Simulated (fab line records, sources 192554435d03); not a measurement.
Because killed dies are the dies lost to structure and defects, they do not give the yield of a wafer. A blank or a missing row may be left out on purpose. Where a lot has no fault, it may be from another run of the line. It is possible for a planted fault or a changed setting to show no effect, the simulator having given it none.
fab line records	flow n5_finfet
record: lots: 24	wafers: 72	last_day: 19
route steps=1938 shown GATE_CUT@513 MOL_CONTACT_COAG@550 BEOL_M0_SAQP@633
lots with no fault: from the same line, run without faults
start_h: the number of hours between the record's first day and the start of the first shown wafer of the lot	wait_h: hours from the lot's prior step to this one	" repeats the value in the row above	L1.1+2: several wafers, shown together as one row	- no value, or no start was given	* or withheld: withheld	< > ~ a bound
route shown NAME@n: NAME is a module with steps in the file, n the number in the route of the first one	usual: the fault-free wafers' mean and standard deviation	same: alike in all rows	chamber/n: place in a boat	sites: each site's reading	_std_site: their standard deviation	_edge_site: mean of outer sites minus mean of inner sites	radius_mm: for every site, how far away it sits from the centre of the wafer	mask NAME#n: copy n	behind: the tool/chamber that last shaped the wafer	hold: what put the lot on hold/how long, in hours/how the hold closed	device: transistor that didn't switch, given as n, p or np	end of line: the same wafers' tests at the end of the route	a step with no rows: only its recipe	killed: not the wafer's yield, but the dies lost to structure and defects at the first sort	map: dies across one wafer; x = killed, . = not, _ = none there
set.NAME: the setting that was run; set.NAME@STEP: the one run at that earlier step	model.NAME: the simulator's own value behind a step, which no gauge read
the route's steps for a sample of lots (tables are steps, rows are wafers)
services: the hour from which a tool's chamber was out of use, counted from the record's first day as start_h (under 0 if before that day), plus the number of hours and why
== steps ==
step: N5_GATE_CUT_CMP_43
recipe: material: SiO2	post_cmp_clean: rinse_only
usual: motor_current_A: 12.9/1.4	slurry_filter_dp_kPa: 13.51/0.13
lot.wafer	tool	chamber	start_h	wait_h	motor_current_A	slurry_filter_dp_kPa
L074.1	cmp-04	0	89.46	0.1	12.8	13.35
L074.3	"	2	"	"	14.1	13.33
L074.5	"	3	"	"	14.8	13.43
L075.2	cmp-04	3	93.38	0.1	14.4	13.43
L075.4	"	0	"	"	12.9	13.55
L075.6	"	3	"	"	15.3	13.45
L076.4	cmp-04	1	98.47	0.2	11.9	13.36
L076.1	"	2	"	"	13.9	13.76
L076.6	"	3	"	"	15.4	13.67
L077.4	cmp-02	3	105.52	0.0	11.7	13.43
L077.1	"	2	"	"	11.6	13.33
L077.6	"	3	"	"	12.0	13.32
L078.2	cmp-03	3	115.92	0.0	9.7	13.41
L078.4	"	1	"	"	13.0	13.41
L078.6	"	0	"	"	11.8	13.60
L079.3	cmp-04	3	122.58	0.1	14.9	13.45
L079.2	"	1	"	"	12.3	13.53
L079.5	"	2	"	"	14.0	13.73
L080.1	cmp-02	1	125.15	0.0	12.7	13.32
L080.3	"	2	"	"	12.1	13.44
L080.5	"	2	"	"	12.1	13.71
L081.2	cmp-04	2	129.13	0.0	14.4	13.64
L081.1	"	1	"	"	12.2	13.60
L081.6	"	3	"	"	14.9	13.53
L082.4	cmp-02	0	133.76	0.1	14.3	13.59
L082.1	"	1	"	"	13.1	13.46
L082.5	"	0	"	"	14.8	13.26
L083.4	cmp-03	1	138.02	0.0	12.8	13.54
L083.2	"	0	"	"	11.6	13.77
L083.6	"	2	"	"	12.6	13.59
L084.2	cmp-04	0	148.84	0.4	12.7	13.51
L084.6	"	1	"	"	12.8	13.37
L084.5	"	2	"	"	13.3	13.49
L085.2	cmp-02	3	154.02	0.3	12.2	13.31
L085.6	"	0	"	"	15.2	13.60
L085.5	"	1	"	"	12.4	13.45
L086.1	cmp-03	0	166.24	0.0	11.6	13.55
L086.3	"	1	"	"	13.2	13.55
L086.5	"	1	"	"	13.5	13.64
L087.2	cmp-02	2	169.29	0.1	12.5	13.43
L087.3	"	0	"	"	15.5	13.29
L087.6	"	1	"	"	12.8	13.64
L088.3	cmp-04	3	172.95	0.0	15.0	13.58
L088.2	"	1	"	"	13.1	13.84
L088.4	"	2	"	"	13.9	13.47
L089.1	cmp-02	1	180.90	0.2	13.1	13.49
L089.4	"	2	"	"	12.4	13.72
L089.6	"	3	"	"	11.8	13.48
L090.3	cmp-03	0	181.77	0.2	11.4	13.58
L090.4	"	1	"	"	12.8	13.45
L090.6	"	3	"	"	10.2	13.49
L091.2	cmp-02	1	191.63	0.3	13.0	13.61
L091.6	"	2	"	"	12.7	13.39
L091.5	"	3	"	"	11.8	13.56
L092.3	cmp-03	1	194.34	0.0	12.4	13.77
L092.6	"	1	"	"	13.2	13.44
L092.5	"	2	"	"	12.5	13.34
L093.3	cmp-04	2	202.29	0.1	13.5	13.50
L093.2	"	3	"	"	14.9	13.73
L093.4	"	0	"	"	12.8	13.55
L094.3	cmp-04	2	206.60	0.1	14.2	13.42
L094.6	"	1	"	"	12.5	13.32
L094.5	"	2	"	"	13.7	13.65
L095.2	cmp-04	0	214.01	0.1	12.6	13.51
L095.5	"	3	"	"	15.0	13.45
L095.6	"	0	"	"	13.1	13.42
L096.2	cmp-03	3	219.26	0.0	10.3	13.44
L096.1	"	0	"	"	11.1	13.45
L096.5	"	3	"	"	9.9	13.69
L097.3	cmp-03	1	229.75	0.0	13.2	13.46
L097.4	"	2	"	"	12.4	13.74
L097.5	"	1	"	"	13.3	13.66
step: N5_MOL_CONTACT_COAG_PRE_CLEAN_142
recipe: gas: H2/He	time_s: 60	temp_c: 300
usual: heater_power_w: 464/49	susceptor_temp_C: 299.99/0.18
lot.wafer	tool	chamber	start_h	wait_h	heater_power_w	susceptor_temp_C
L074.1	pvd_sputter-02	-	95.28	2.0	404	300.27
L074.3	"	-	"	"	459	299.98
L074.5	"	-	"	"	415	299.81
L075.2	pvd_sputter-02	-	100.90	3.7	552	300.03
L075.4	"	-	"	"	422	300.26
L075.6	"	-	"	"	449	300.23
L076.1	pvd_sputter-01	-	108.44	3.3	523	299.82
L076.4	"	-	"	"	441	299.99
L076.6	"	-	"	"	528	300.05
L077.1	pvd_sputter-03	-	111.32	0.9	433	299.89
L077.4	"	-	"	"	409	299.68
L077.6	"	-	"	"	410	299.87
L078.2	pvd_sputter-01	-	124.29	2.0	433	299.87
L078.4	"	-	"	"	519	299.79
L078.6	"	-	"	"	450	300.14
L079.2	pvd_sputter-01	-	129.98	0.7	458	299.60
L079.3	"	-	"	"	533	300.10
L079.5	"	-	"	"	441	299.89
L080.1	pvd_sputter-02	-	131.90	2.3	407	299.96
L080.3	"	-	"	"	458	300.14
L080.5	"	-	"	"	460	300.47
L081.1	pvd_sputter-03	-	136.03	1.8	404	300.22
L081.2	"	-	"	"	442	300.00
L081.6	"	-	"	"	448	300.03
L082.1	pvd_sputter-03	-	139.65	1.4	405	300.14
L082.4	"	-	"	"	441	299.86
L082.5	"	-	"	"	421	299.93
L083.2	pvd_sputter-02	-	146.09	2.3	550	300.04
L083.4	"	-	"	"	422	300.04
L083.6	"	-	"	"	469	299.93
L084.2	pvd_sputter-01	-	159.01	3.0	528	300.15
L084.5	"	-	"	"	430	300.10
L084.6	"	-	"	"	476	300.10
L085.2	pvd_sputter-01	-	162.65	2.2	446	299.99
L085.5	"	-	"	"	463	300.05
L085.6	"	-	"	"	521	299.87
L086.1	pvd_sputter-01	-	172.91	0.8	534	299.93
L086.3	"	-	"	"	464	299.76
L086.5	"	-	"	"	442	300.09
L087.2	pvd_sputter-03	-	173.84	0.6	443	299.97
L087.3	"	-	"	"	405	299.99
L087.6	"	-	"	"	425	300.10
L088.2	pvd_sputter-02	-	180.40	2.2	416	299.93
L088.3	"	-	"	"	460	299.72
L088.4	"	-	"	"	408	300.01
L089.1	pvd_sputter-01	-	189.43	3.6	433	300.24
L089.4	"	-	"	"	526	299.86
L089.6	"	-	"	"	459	300.12
L090.3	pvd_sputter-02	-	189.53	2.9	539	300.23
L090.4	"	-	"	"	409	299.73
L090.6	"	-	"	"	419	299.83
L091.2	pvd_sputter-01	-	199.42	0.6	536	299.93
L091.5	"	-	"	"	437	300.20
L091.6	"	-	"	"	455	299.83
L092.3	pvd_sputter-01	-	200.33	0.5	537	300.00
L092.5	"	-	"	"	463	300.02
L092.6	"	-	"	"	530	300.41
L093.2	pvd_sputter-01	-	210.51	1.1	528	299.94
L093.3	"	-	"	"	433	300.07
L093.4	"	-	"	"	474	299.80
L094.3	pvd_sputter-02	-	212.51	0.8	411	299.84
L094.5	"	-	"	"	428	299.93
L094.6	"	-	"	"	548	299.93
L095.2	pvd_sputter-02	-	219.86	1.3	455	300.25
L095.5	"	-	"	"	451	300.33
L095.6	"	-	"	"	403	300.00
L096.1	pvd_sputter-02	-	226.45	2.3	425	299.78
L096.2	"	-	"	"	533	300.16
L096.5	"	-	"	"	413	299.83
L097.3	pvd_sputter-02	-	238.36	2.5	412	300.01
L097.4	"	-	"	"	553	299.74
L097.5	"	-	"	"	548	299.96
step: N5_MOL_CONTACT_COAG_CMP_23
recipe: stop_on: SiO2	t_overpolish_s: 1.5	post_cmp_clean: cu_alkaline	down_force_psi: 2	platen_rpm: 50.289	pad_velocity_m_s: 1.0006	target_thk_nm: 0
usual: motor_current_A: 8.2/0.85	overpolish_run_s: 1.499/0.01	platen_rpm: 50.29/0.038	slurry_filter_dp_kPa: 13.50/0.15	time_to_endpoint_s: 10.6/2.7
lot.wafer	tool	chamber	start_h	wait_h	motor_current_A	overpolish_run_s	platen_rpm	slurry_filter_dp_kPa	time_to_endpoint_s
L074.1	cmp-04	2	95.60	0.1	9.3	1.500	50.32	13.35	9.0
L074.3	"	3	"	"	9.4	1.507	50.26	13.74	9.7
L074.5	"	0	"	"	8.5	1.477	50.25	13.79	7.6
L075.2	cmp-03	2	101.22	0.1	8.2	1.494	50.20	13.64	6.8
L075.4	"	3	"	"	7.0	1.491	50.35	13.70	12.4
L075.6	"	0	"	"	7.8	1.518	50.27	13.56	10.4
L076.4	cmp-03	1	108.72	0.1	8.5	1.505	50.29	13.65	19.1
L076.1	"	2	"	"	8.6	1.496	50.28	13.43	12.0
L076.6	"	1	"	"	8.7	1.496	50.31	13.28	16.2
L077.4	cmp-03	2	111.57	0.0	9.0	1.490	50.21	13.82	10.3
L077.1	"	1	"	"	9.4	1.495	50.26	13.58	16.1
L077.6	"	3	"	"	6.3	1.507	50.32	13.26	12.4
L078.2	cmp-01	3	124.57	0.1	7.3	1.497	50.36	13.55	9.7
L078.4	"	0	"	"	8.3	1.497	50.33	13.55	10.2
L078.6	"	2	"	"	7.3	1.474	50.28	13.29	6.7
L079.3	cmp-01	3	130.25	0.1	7.2	1.502	50.31	13.41	8.3
L079.2	"	0	"	"	8.8	1.516	50.30	13.54	9.6
L079.5	"	3	"	"	7.3	1.494	50.21	13.45	8.9
L080.3	cmp-03	3	132.24	0.1	6.6	1.492	50.24	13.27	13.3
L080.1	"	0	"	"	7.4	1.507	50.33	13.51	12.0
L080.5	"	1	"	"	8.9	1.501	50.34	13.32	14.2
L081.1	cmp-03	2	136.28	0.0	8.2	1.490	50.26	13.40	5.7
L081.2	"	0	"	"	7.6	1.510	50.27	13.38	8.9
L081.6	"	2	"	"	8.2	1.506	50.18	13.47	8.9
L082.4	cmp-03	1	139.93	0.1	8.7	1.492	50.25	13.45	14.0
L082.1	"	3	"	"	6.7	1.507	50.24	13.79	13.7
L082.5	"	0	"	"	7.9	1.485	50.27	13.58	8.9
L083.2	cmp-01	1	146.44	0.1	8.1	1.498	50.33	13.67	12.7
L083.4	"	2	"	"	7.5	1.517	50.25	13.43	7.6
L083.6	"	3	"	"	7.3	1.506	50.28	13.70	11.6
L084.2	cmp-01	1	159.34	0.1	8.3	1.507	50.25	13.75	14.7
L084.5	"	3	"	"	7.1	1.490	50.33	13.58	10.5
L084.6	"	0	"	"	8.6	1.485	50.30	13.80	9.4
L085.2	cmp-03	0	163.00	0.1	8.0	1.484	50.27	13.47	7.6
L085.5	"	1	"	"	8.5	1.493	50.30	13.83	13.1
L085.6	"	2	"	"	8.4	1.500	50.29	13.42	12.1
L086.3	cmp-03	1	173.16	0.0	8.5	1.502	50.26	13.50	12.2
L086.1	"	2	"	"	8.0	1.494	50.24	13.48	6.9
L086.5	"	2	"	"	8.2	1.499	50.34	13.46	8.8
L087.3	cmp-03	1	174.11	0.1	9.1	1.514	50.32	13.32	13.6
L087.2	"	2	"	"	8.1	1.500	50.29	13.61	9.1
L087.6	"	1	"	"	8.5	1.513	50.32	13.62	11.4
L088.3	cmp-04	2	180.65	0.0	9.3	1.514	50.22	13.41	9.1
L088.2	"	3	"	"	8.8	1.474	50.28	13.70	13.1
L088.4	"	1	"	"	8.6	1.494	50.30	13.58	12.6
L089.1	cmp-01	1	189.71	0.1	8.8	1.494	50.30	13.25	13.9
L089.4	"	3	"	"	7.3	1.488	50.35	13.43	8.5
L089.6	"	0	"	"	8.4	1.491	50.28	13.38	10.2
L090.4	cmp-04	3	189.83	0.1	9.7	1.505	50.27	13.35	12.6
L090.3	"	2	"	"	9.5	1.528	50.31	13.30	9.1
L090.6	"	0	"	"	8.7	1.492	50.29	13.48	8.7
L091.2	cmp-04	0	199.74	0.1	8.4	1.502	50.23	13.54	8.9
L091.5	"	2	"	"	9.2	1.491	50.27	13.51	9.8
L091.6	"	3	"	"	9.8	1.498	50.31	13.57	14.2
L092.3	cmp-04	0	200.59	0.0	8.8	1.507	50.33	13.47	8.3
L092.6	"	0	"	"	8.1	1.488	50.36	13.58	6.8
L092.5	"	1	"	"	7.7	1.493	50.32	13.41	12.7
L093.2	cmp-04	2	210.75	0.0	9.2	1.482	50.28	13.20	10.3
L093.3	"	3	"	"	9.8	1.497	50.31	13.42	10.7
L093.4	"	1	"	"	8.6	1.513	50.27	13.45	12.3
L094.3	cmp-04	1	212.83	0.1	8.4	1.496	50.31	13.51	10.1
L094.6	"	3	"	"	9.2	1.506	50.23	13.56	12.3
L094.5	"	0	"	"	8.4	1.492	50.34	13.64	7.0
L095.2	cmp-04	3	220.22	0.1	10.4	1.498	50.27	13.52	11.0
L095.5	"	0	"	"	8.5	1.508	50.22	13.43	3.7
L095.6	"	1	"	"	8.1	1.507	50.33	13.84	8.8
L096.2	cmp-03	0	226.73	0.1	7.9	1.491	50.29	13.48	9.9
L096.1	"	1	"	"	8.8	1.484	50.33	13.44	12.8
L096.5	"	3	"	"	6.5	1.513	50.33	13.60	10.8
L097.4	cmp-03	0	238.64	0.1	7.8	1.501	50.27	13.24	11.3
L097.3	"	2	"	"	8.1	1.473	50.31	13.57	9.3
L097.5	"	0	"	"	7.6	1.510	50.28	13.60	9.9
step: N5_MOL_CONTACT_COAG_CMP_28
recipe: stop_on: SiNx	t_overpolish_s: 0.85	post_cmp_clean: alkaline_brush	down_force_psi: 4.15	platen_rpm: 51.8	pad_velocity_m_s: 1.0307	target_thk_nm: 14.522
usual: motor_current_A: 12.8/1.3	platen_rpm: 51.80/0.033	slurry_filter_dp_kPa: 13.50/0.14	time_to_endpoint_s: 5.1/2.5
lot.wafer	tool	chamber	start_h	wait_h	motor_current_A	platen_rpm	slurry_filter_dp_kPa	time_to_endpoint_s
L074.1	cmp-01	2	97.99	0.9	11.5	51.78	13.45	0.4
L074.3	"	3	"	"	11.0	51.75	13.69	2.4
L074.5	"	0	"	"	13.2	51.77	13.34	4.8
L075.4	cmp-04	0	103.53	0.8	13.2	51.88	13.40	3.3
L075.2	"	3	"	"	14.4	51.81	13.40	6.3
L075.6	"	0	"	"	12.9	51.82	13.71	4.1
L076.4	cmp-03	3	111.08	0.8	11.0	51.85	13.40	4.5
L076.1	"	2	"	"	12.4	51.80	13.28	1.4
L076.6	"	3	"	"	10.0	51.83	13.73	7.4
L077.4	cmp-04	3	113.97	0.0	15.2	51.80	13.48	8.4
L077.1	"	1	"	"	12.7	51.78	13.62	6.9
L077.6	"	3	"	"	15.4	51.81	13.50	5.7
L078.2	cmp-04	1	127.15	0.8	12.4	51.72	13.49	5.0
L078.4	"	2	"	"	14.1	51.77	13.46	3.0
L078.6	"	2	"	"	14.1	51.83	13.42	4.7
L079.3	cmp-03	2	132.64	0.8	12.8	51.82	13.22	7.6
L079.2	"	3	"	"	10.4	51.84	13.55	6.5
L079.5	"	2	"	"	12.9	51.83	13.62	3.9
L080.1	cmp-01	0	134.70	0.9	13.2	51.78	13.31	4.0
L080.3	"	1	"	"	13.6	51.78	13.65	4.8
L080.5	"	2	"	"	11.9	51.79	13.22	0.0
L081.1	cmp-04	0	138.71	0.8	13.5	51.79	13.49	1.0
L081.2	"	2	"	"	14.3	51.75	13.49	4.5
L081.6	"	0	"	"	12.5	51.79	13.37	3.5
L082.4	cmp-04	2	142.29	0.8	14.0	51.79	13.62	5.1
L082.1	"	3	"	"	15.1	51.79	13.39	4.0
L082.5	"	2	"	"	13.7	51.78	13.41	2.3
L083.2	cmp-03	0	150.31	0.8	11.7	51.77	13.40	6.2
L083.4	"	3	"	"	9.9	51.81	13.52	6.1
L083.6	"	1	"	"	13.7	51.75	13.61	12.4
L084.2	cmp-04	3	161.73	0.9	13.9	51.80	13.69	8.0
L084.5	"	1	"	"	12.8	51.79	13.52	7.4
L084.6	"	2	"	"	13.9	51.77	13.72	6.7
L085.2	cmp-01	2	165.67	0.9	11.8	51.85	13.40	4.7
L085.5	"	0	"	"	12.6	51.80	13.42	6.3
L085.6	"	1	"	"	12.2	51.75	13.69	8.2
L086.3	cmp-03	1	175.55	0.8	13.8	51.81	13.54	7.2
L086.1	"	0	"	"	12.3	51.79	13.57	4.1
L086.5	"	1	"	"	13.7	51.81	13.56	5.7
L087.2	cmp-04	3	176.55	0.8	15.4	51.82	13.54	4.5
L087.3	"	1	"	"	12.6	51.78	13.51	5.1
L087.6	"	3	"	"	15.5	51.86	13.42	5.9
L088.2	cmp-03	3	183.08	0.8	10.7	51.81	13.79	3.5
L088.4	"	0	"	"	12.5	51.88	13.54	4.2
L088.3	"	1	"	"	13.5	51.82	13.70	6.9
L089.4	cmp-03	2	192.42	0.8	12.4	51.77	13.56	5.3
L089.1	"	3	"	"	9.7	51.81	13.51	6.2
L089.6	"	2	"	"	12.3	51.70	13.54	5.3
L090.4	cmp-03	1	192.60	0.8	12.6	51.88	13.46	8.6
L090.3	"	0	"	"	11.9	51.81	13.65	3.5
L090.6	"	1	"	"	13.6	51.85	13.59	6.8
L091.2	cmp-01	2	202.25	0.9	11.6	51.87	13.39	2.0
L091.5	"	3	"	"	11.4	51.78	13.46	3.8
L091.6	"	0	"	"	12.8	51.81	13.58	5.4
L092.3	cmp-03	1	203.84	0.8	12.7	51.78	13.50	7.3
L092.6	"	1	"	"	13.7	51.85	13.68	8.1
L092.5	"	2	"	"	12.4	51.85	13.43	5.4
L093.4	cmp-03	0	213.22	0.8	12.2	51.82	13.43	8.4
L093.2	"	1	"	"	13.9	51.79	13.40	7.5
L093.3	"	2	"	"	12.6	51.79	13.22	4.7
L094.3	cmp-04	3	215.28	0.8	14.9	51.77	13.81	6.0
L094.6	"	2	"	"	14.2	51.85	13.54	2.0
L094.5	"	3	"	"	15.9	51.77	13.53	4.8
L095.2	cmp-03	2	222.53	0.8	12.2	51.79	13.34	0.0
L095.5	"	1	"	"	13.7	51.79	13.60	7.6
L095.6	"	2	"	"	13.1	51.81	13.33	3.7
L096.1	cmp-01	1	229.12	0.8	13.0	51.76	13.75	9.8
L096.2	"	2	"	"	11.8	51.80	13.44	4.2
L096.5	"	2	"	"	11.6	51.79	13.59	4.3
L097.3	cmp-04	2	241.03	0.8	14.6	51.80	13.32	1.3
L097.4	"	3	"	"	15.6	51.82	13.51	3.1
L097.5	"	2	"	"	14.1	51.83	13.48	0.5
step: N5_MOL_CONTACT_COAG_THK_MEAS_53
recipe: reads: SiO2_of_MOL_CONTACT_COAG_PECVD_31
usual: VIA_MOL_THK: 44.1/0.61
lot.wafer	tool	chamber	start_h	wait_h	VIA_MOL_THK[nm]
L074.1	film_metro-02	-	103.78	-	43.8
L074.3	"	-	"	"	43.1
L074.5	"	-	"	"	44.5
L075.2	film_metro-01	-	108.42	-	43.8
L075.4	"	-	"	"	43.7
L075.6	"	-	"	"	44.5
L076.1	film_metro-02	-	116.05	-	43.8
L076.4	"	-	"	"	43.9
L076.6	"	-	"	"	44.4
L077.1	film_metro-02	-	118.90	-	44.2
L077.4	"	-	"	"	44.2
L077.6	"	-	"	"	44.9
L078.2	film_metro-02	-	131.84	-	43.8
L078.4	"	-	"	"	44.0
L078.6	"	-	"	"	44.4
L079.2	film_metro-01	-	136.72	-	43.2
L079.3	"	-	"	"	42.9
L079.5	"	-	"	"	43.4
L080.1	film_metro-02	-	139.10	-	43.7
L080.3	"	-	"	"	42.6
L080.5	"	-	"	"	44.4
L081.1	film_metro-02	-	143.20	-	43.7
L081.2	"	-	"	"	44.6
L081.6	"	-	"	"	43.7
L082.1	film_metro-01	-	147.52	-	44.1
L082.4	"	-	"	"	44.9
L082.5	"	-	"	"	45.1
L083.2	film_metro-02	-	154.72	-	43.3
L083.4	"	-	"	"	43.0
L083.6	"	-	"	"	44.8
L084.2	film_metro-01	-	167.15	-	44.2
L084.5	"	-	"	"	44.4
L084.6	"	-	"	"	44.8
L085.2	film_metro-01	-	171.40	-	42.7
L085.5	"	-	"	"	43.3
L085.6	"	-	"	"	44.6
L086.1	film_metro-01	-	181.28	-	43.7
L086.3	"	-	"	"	44.0
L086.5	"	-	"	"	44.7
L087.2	film_metro-01	-	181.51	-	43.5
L087.3	"	-	"	"	44.1
L087.6	"	-	"	"	43.7
L088.2	film_metro-01	-	187.19	-	43.8
L088.3	"	-	"	"	44.4
L088.4	"	-	"	"	45.6
L089.1	film_metro-01	-	197.18	-	43.3
L089.4	"	-	"	"	44.3
L089.6	"	-	"	"	44.6
L090.3	film_metro-02	-	197.66	-	43.6
L090.4	"	-	"	"	44.4
L090.6	"	-	"	"	44.7
L091.2	film_metro-02	-	207.18	-	43.4
L091.5	"	-	"	"	44.4
L091.6	"	-	"	"	44.6
L092.3	film_metro-02	-	208.54	-	42.9
L092.5	"	-	"	"	44.3
L092.6	"	-	"	"	44.4
L093.2	film_metro-01	-	217.80	-	43.5
L093.3	"	-	"	"	44.0
L093.4	"	-	"	"	45.0
L094.3	film_metro-02	-	219.60	-	44.4
L094.5	"	-	"	"	44.6
L094.6	"	-	"	"	44.2
L095.2	film_metro-01	-	228.31	-	43.6
L095.5	"	-	"	"	44.8
L095.6	"	-	"	"	44.9
L096.1	film_metro-01	-	233.59	-	43.9
L096.2	"	-	"	"	42.7
L096.5	"	-	"	"	44.6
L097.3	film_metro-02	-	245.86	-	43.6
L097.4	"	-	"	"	44.9
L097.5	"	-	"	"	44.6
step: N5_BEOL_M0_SAQP_ILD_DEP_01
recipe: material: SiOC	target_thk_a: 454.19	temp_c: 350	precursor: DEMS/O2	pressure_torr: 5	rf_w: 500	time_s: 8.7
usual: heater_power_w: 451/73	showerhead_plenum_p_Torr: 5.687/0.013	susceptor_temp_C: 350.01/0.22	throttle_valve_pct: 11.7/0.67
lot.wafer	tool	chamber	start_h	wait_h	heater_power_w	showerhead_plenum_p_Torr	susceptor_temp_C	throttle_valve_pct
L074.1	pecvd-02	2	107.22	0.0	452	5.688	350.42	11.0
L074.3	"	1	"	"	454	5.683	349.75	11.5
L074.5	"	2	"	"	453	5.694	350.18	10.8
L075.2	pecvd-04	2	111.83	0.0	389	5.697	349.50	11.3
L075.4	"	0	"	"	353	5.663	349.89	11.3
L075.6	"	2	"	"	396	5.699	349.76	11.3
L076.1	pecvd-04	2	119.46	0.0	446	5.684	350.13	11.2
L076.4	"	1	"	"	512	5.689	350.04	12.4
L076.6	"	2	"	"	347	5.693	350.06	11.0
L077.1	pecvd-02	2	122.46	0.0	408	5.671	349.78	10.9
L077.4	"	2	"	"	408	5.698	350.03	10.9
L077.6	"	1	"	"	512	5.697	350.08	11.5
L078.2	pecvd-02	2	135.25	0.0	440	5.701	350.14	11.0
L078.4	"	1	"	"	439	5.674	349.92	11.4
L078.6	"	0	"	"	497	5.696	349.68	11.5
L079.2	pecvd-02	1	140.13	0.0	504	5.677	349.91	11.2
L079.3	"	0	"	"	405	5.690	349.95	11.4
L079.5	"	0	"	"	419	5.692	350.23	11.5
L080.1	pecvd-04	0	143.13	0.0	369	5.669	350.02	11.0
L080.3	"	1	"	"	554	5.679	350.22	12.7
L080.5	"	2	"	"	409	5.698	349.94	11.4
L081.1	pecvd-02	2	146.61	0.0	481	5.695	350.46	10.9
L081.2	"	1	"	"	427	5.679	349.86	11.4
L081.6	"	0	"	"	474	5.683	350.13	11.5
L082.1	pecvd-01	0	150.94	0.0	550	5.714	349.57	11.6
L082.4	"	0	"	"	550	5.702	349.75	11.9
L082.5	"	1	"	"	465	5.695	350.32	13.0
L083.2	pecvd-02	0	158.13	0.0	471	5.686	350.01	11.9
L083.4	"	0	"	"	473	5.682	349.90	11.5
L083.6	"	1	"	"	433	5.673	349.92	11.3
L084.2	pecvd-01	0	170.57	0.0	543	5.696	350.50	12.2
L084.5	"	0	"	"	537	5.718	350.21	12.0
L084.6	"	1	"	"	463	5.684	349.95	13.1
L085.2	pecvd-04	2	174.81	0.0	383	5.703	350.06	11.1
L085.5	"	0	"	"	314	5.666	349.71	11.0
L085.6	"	1	"	"	508	5.675	350.02	12.7
L086.1	pecvd-04	0	184.69	0.0	355	5.671	349.97	11.1
L086.3	"	1	"	"	566	5.680	350.30	12.6
L086.5	"	2	"	"	354	5.706	349.95	11.3
L087.2	pecvd-04	2	190.51	0.0	432	5.692	350.39	11.3
L087.3	"	1	"	"	510	5.681	350.28	12.9
L087.6	"	1	"	"	511	5.695	350.54	12.6
L088.2	pecvd-02	0	193.49	0.0	503	5.701	350.17	11.6
L088.3	"	1	"	"	486	5.686	349.90	11.4
L088.4	"	2	"	"	440	5.693	350.21	10.9
L089.1	pecvd-04	1	200.59	0.0	514	5.696	349.92	12.6
L089.4	"	1	"	"	508	5.680	350.03	12.7
L089.6	"	0	"	"	309	5.678	350.09	11.1
L090.3	pecvd-04	2	203.59	0.0	391	5.705	349.91	11.4
L090.4	"	1	"	"	517	5.692	350.35	12.7
L090.6	"	0	"	"	350	5.659	350.00	11.3
L091.2	pecvd-01	1	210.62	0.0	476	5.691	349.78	13.0
L091.5	"	1	"	"	481	5.685	349.92	13.1
L091.6	"	0	"	"	554	5.703	350.15	12.3
L092.3	pecvd-02	2	213.61	0.0	432	5.684	350.15	11.2
L092.5	"	0	"	"	476	5.690	350.17	11.7
L092.6	"	2	"	"	430	5.699	350.21	11.0
L093.2	pecvd-04	2	221.22	0.0	424	5.710	350.01	11.4
L093.3	"	1	"	"	561	5.686	349.64	12.7
L093.4	"	2	"	"	423	5.694	350.25	11.3
L094.3	pecvd-04	1	224.22	0.0	559	5.674	350.15	12.6
L094.5	"	1	"	"	569	5.707	350.02	12.6
L094.6	"	2	"	"	408	5.715	349.77	11.5
L095.2	pecvd-01	1	231.72	0.0	437	5.678	349.96	13.3
L095.5	"	2	"	"	479	5.679	350.09	11.6
L095.6	"	0	"	"	494	5.701	349.98	12.2
L096.1	pecvd-01	0	237.00	0.0	569	5.694	349.88	12.1
L096.2	"	2	"	"	447	5.693	349.93	11.5
L096.5	"	2	"	"	443	5.686	350.22	11.6
L097.3	pecvd-04	2	249.28	0.0	434	5.694	349.86	11.3
L097.4	"	0	"	"	319	5.686	350.16	11.2
L097.5	"	2	"	"	422	5.698	349.94	11.3
== services ==
tool	chamber	start_h	hours	kind
cmp-01	-	70.94	0.4	repair
pvd_sputter-01	-	77.36	1.3	repair
cmp-04	-	79.93	5.5	repair
cmp-01	-	86.08	1.8	repair
cmp-03	-	89.40	0.2	repair
pvd_sputter-01	-	105.65	1.4	repair
pvd_sputter-01	-	115.70	5.3	repair
cmp-01	-	120.50	1.2	repair
pecvd-04	-	128.28	5.5	pm
cmp-04	-	129.99	4.7	pm
cmp-02	-	130.92	1.4	repair
cmp-02	-	142.79	4.0	pm
pecvd-01	2	145.14	11.9	repair
cmp-04	-	150.54	5.1	repair
pecvd-02	2	162.58	6.2	repair
cmp-01	-	197.60	4.0	pm
cmp-01	-	201.60	-	consumable_replace:conditioner
cmp-01	-	201.60	-	consumable_replace:pad
cmp-01	-	206.87	0.6	repair
cmp-02	-	207.76	20.2	pm
cmp-03	-	222.93	2.0	repair
cmp-04	-	223.35	3.7	repair
cmp-01	-	232.37	3.3	pm
cmp-03	-	239.45	2.6	repair
== key ==
fault none
